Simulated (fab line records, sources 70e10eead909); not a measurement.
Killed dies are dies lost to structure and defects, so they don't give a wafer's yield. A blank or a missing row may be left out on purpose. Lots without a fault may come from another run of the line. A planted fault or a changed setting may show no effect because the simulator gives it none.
Problem report in the 8D (eight disciplines) form, filled by code | flow nand_harc | the parts of the form that need people (team, actions taken, sign-off) are left out

1. THE PROBLEM
run_length_s at NHARC_A_WL_FILL_ETCHBACK_17 reads a mean of 38.4 s on 3 wafers of 2 lots; wafers without a fault read 48.1 s with a standard deviation of 0.46. That is -21 standard deviations from the usual mean.
The step: etches the open film in Cl2/BCl3, target depth 4 nm, time 26.7 s.
First seen on wafer L411.2, day 19 02:29, on rie_metal-03. The record holds 42 wafers of 14 lots with a number at this step. Rule for "out", or "out of limits": more than 4 standard deviations from the usual mean. The other wafers with a number count as sound.

2. WHAT IT IS AND WHAT IT IS NOT
question                    | is                     | is not
which readings at this step | run_length_s           | drypump_motor_current_A, oes_product_au
which lots                  | L411, L412             | L396, L397, L398, L400, L401, L403, L404, L405, L406, L407, L408, L409
which wafers of those lots  | L411.2, L411.3, L412.2 | L411.6, L412.1, L412.5
read on which tools         | rie_metal-03           | rie_metal-01, rie_metal-02
when                        | from day 19 02:29      | up to then (37 sound wafers); but 2 sound wafers of L412 came after

3. SUSPECTS, AND WHAT RULES EACH OUT
Counting: a tool at a process step up to the reading stays a suspect if it ran every lot that is out. Sound lots after the first of them don't rule it out here, since some wafers of a struck lot are sound.
- rie_diel-04 at NHARC_A_WL_FILL_STRIP_29 (strips in O2, time 20 s): kept. It ran every lot that is out, first L411 (day 19 02:24); its last sound lot up to then is L407 (day 18 18:26).
- rie_metal-03 at NHARC_A_WL_FILL_ETCHBACK_17 (etches the open film in Cl2/BCl3, target depth 4 nm, time 26.7 s): kept. It ran every lot that is out, first L411 (day 19 02:29); its last sound lot up to then is L409 (day 19 00:32). Its own readings are out on those wafers: run_length_s.
Left after counting: rie_diel-04 at NHARC_A_WL_FILL_STRIP_29, rie_metal-03 at NHARC_A_WL_FILL_ETCHBACK_17.

4. THE CAUSE (what the simulator had put in)
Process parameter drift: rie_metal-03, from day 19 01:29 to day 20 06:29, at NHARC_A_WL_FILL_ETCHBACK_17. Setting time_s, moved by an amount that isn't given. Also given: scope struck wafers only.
Counting left 2 suspects, and this tool is among them.

5. THE CHAIN OF EFFECTS, in route order
Each row: a reading whose mean over the struck wafers that have a number lies more than 3 standard deviations from the usual. Only readings for which the record gives a usual standard deviation are gone through. hours: the time from each lot's start at the first step in this table that gives one to its start at this step, as a median over the lots. sigmas: the change in usual standard deviations.
hours | step                        | reading      | usual  | on struck wafers | change | sigmas
0     | NHARC_A_WL_FILL_ETCHBACK_17 | run_length_s | 48.1 s | 38.4             | -9.7   | -21
The process steps in it:
- NHARC_A_WL_FILL_ETCHBACK_17: etches the open film in Cl2/BCl3, target depth 4 nm, time 26.7 s.

6. WHAT WOULD HAVE CAUGHT IT SOONER
In this record the first reading out of limits was taken at day 19 02:29, 1 hour after the fault began at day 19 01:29.
